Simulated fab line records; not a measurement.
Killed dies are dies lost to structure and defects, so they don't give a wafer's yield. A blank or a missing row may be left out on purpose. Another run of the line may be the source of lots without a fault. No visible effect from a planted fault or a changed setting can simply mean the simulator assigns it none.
Comparing a struck lot with a sound one -- flow nand harc -- 26 steps out of a route of 1302
Sound: the wafers L566.1, L566.3, L566.6. Wafers L562.1, L562.3, L562.6 were the ones struck. The cause comes at the end.
Each step with rows lists, per side, the tool, then ch with its chambers, then its first start. Under that, the readings that differ: sound wafers -- struck wafers -- difference of the means -- sigmas: that difference in standard deviations of wafers without a fault.
alike: same words and numbers on both sides, and readings whose means sit less than 2 such deviations apart. not compared: any withheld reading, any reading some wafer has no value for, any bound like >300 that may hide the same value, and any number with overlapping values for which the record gives no deviation.
Wherever a step has rows on one side only, a row that says differs or no value, or a row with sigmas, the two part there. When numbers do not overlap yet have no deviation, they are printed without sigmas and do not part them. A reading missing from all wafers of one side parts the sides only when that side holds two or more wafers.

first, 8 steps without rows for these wafers: NHARC_A_CHANNEL_HOLE_D1_PEB_08 (peb time 65 s); NHARC_A_CHANNEL_HOLE_D1_DEVELOP_09 (develop time 35 s); NHARC_A_CHANNEL_HOLE_D1_DESCUM_15 (chemistry O2, time 3 s); NHARC_A_CHANNEL_HOLE_D1_ETCH_38 (etches the open film in CF4, target depth 39 nm, time 65 s); NHARC_A_CHANNEL_HOLE_D1_ETCH_39 (etches the open film in N2/H2, target depth 260 nm, time 325 s); NHARC_A_CHANNEL_HOLE_D1_ETCH_34 (etches the open film in CF4/CHF3, target depth 154 nm, time 77 s); NHARC_A_CHANNEL_HOLE_D1_ETCH_16 (etches the open film in O2/COS, target depth 3100 nm, time 806 s); NHARC_A_CHANNEL_HOLE_D1_ETCH_19 (etches the open film in C4F8/O2/Ar, time 34.5 s).
NHARC_A_CHANNEL_HOLE_D1_ETCH_20: etches the open film in C4F8/O2/Ar, time 361.9 s, target depth 1600 nm.
  sound on har etch-01 ch 0,1, day 17 09:02; struck on har etch-02 ch 0,1, day 15 07:07
  no value came back on the struck wafers for any of 5 readings (c4f8 flow sccm (sccm), chamber pressure mTorr (mTorr) and others); on the sound wafers c4f8 flow sccm (sccm) reads 89.41 89.38 89.28
  not compared: rf hours counter h
then, 10 steps without rows for these wafers: NHARC_A_CHANNEL_HOLE_D1_ETCH_21 (etches the open film in C4F8/O2/Ar, time 514.3 s, target depth 1600 nm); NHARC_A_CHANNEL_HOLE_D1_ETCH_22 (etches the open film in C4F8/O2/Ar, time 666.7 s, target depth 1600 nm); NHARC_A_CHANNEL_HOLE_D1_ETCH_23 (etches the open film in C4F8/O2/Ar, time 819 s, target depth 1600 nm); NHARC_A_CHANNEL_HOLE_D1_ETCH_24 (etches the open film in C4F8/O2/Ar, time 906.2 s, target depth 1500 nm); NHARC_A_CHANNEL_HOLE_D1_ETCH_25 (etches the open film in C4F8/O2/Ar, time 1040.2 s, target depth 1500 nm); NHARC_A_CHANNEL_HOLE_D1_ETCH_26 (etches the open film in C4F8/O2/Ar, time 224.1 s, target depth 300 nm); NHARC_A_CHANNEL_HOLE_D1_ETCH_33 (etches the open film in C4F8/O2/Ar, time 90 s, target depth 400 nm); NHARC_A_CHANNEL_HOLE_D1_STRIP_41 (strips in N2/H2); NHARC_A_CHANNEL_HOLE_D1_STRIP_42 (strips in CF4/CHF3); NHARC_A_CHANNEL_HOLE_D1_STRIP_43 (strips in O2/COS).
NHARC_A_CHANNEL_HOLE_D1_ETCH_44: etches the open film in CF4/O2, target depth 140 nm, overetch 14 nm, time 77 s.
  sound on rie diel-05 ch 0,2, day 17 13:41; struck on rie diel-07 ch 1,2,3, day 15 11:43
reading,sound,struck,difference,sigmas
oes product au (a.u.),1.004 1.005 1.011,0.979 0.989 1.003,-0.016,-2
model.A_CHANNEL_HOLE_D1.cd nm (nm),89.57 91.91 91.73,97.68 94.96 95.08,+4.84,
  alike: bias w, cf4 flow sccm, drypump motor current A, oes_o_777_au, rf vpp V, showerhead plenum p Torr, throttle valve pct
  not compared: rf hours counter h
then, 3 steps without rows for these wafers: NHARC_A_CHANNEL_HOLE_D1_STRIP_27 (strips in O2); NHARC_A_CHANNEL_HOLE_D1_PRECLEAN_28 (cleans in SC1); NHARC_A_CHANNEL_HOLE_D1_SRD_29.
NHARC_A_CHANNEL_HOLE_D1_CD_MEAS_30:
  struck on cd sem-02, day 15 13:28; sound on cd sem-03, day 17 14:28
reading,sound,struck,difference,sigmas
cd nm (nm),89.6 91.6 91.5,0.2 -0.2 0.4,-90.8,-91
NHARC_A_CHANNEL_HOLE_D1_XSEM_31:
  sound on xsem-01 ch 0, day 17 14:33; struck on xsem-01 ch 0, day 15 13:34
reading,sound,struck,difference,sigmas
bot cd nm (nm),73.3 76.0 75.5,0.8 0.4 0.9,-74.2,-62
bow nm (nm),8.92 8.88 8.91,0.48 0.48 0.48,-8.42,-40
  alike: tilt deg
-- record jumps: 15 days between struck wafers' starts before vs after; left off in module A_CHANNEL_HOLE_D1, resumes in module END, first step shown is number 1302 of the route --
NHARC_END_SORT_01:
  the record has rows for the struck wafers here (prober-01 ch 0, day 30 15:26) and none for the sound ones

== WHERE THEY PART ==
At NHARC_A_CHANNEL_HOLE_D1_ETCH_20 first; at NHARC_END_SORT_01 last (within this record only).

WHY: what the simulator had put in
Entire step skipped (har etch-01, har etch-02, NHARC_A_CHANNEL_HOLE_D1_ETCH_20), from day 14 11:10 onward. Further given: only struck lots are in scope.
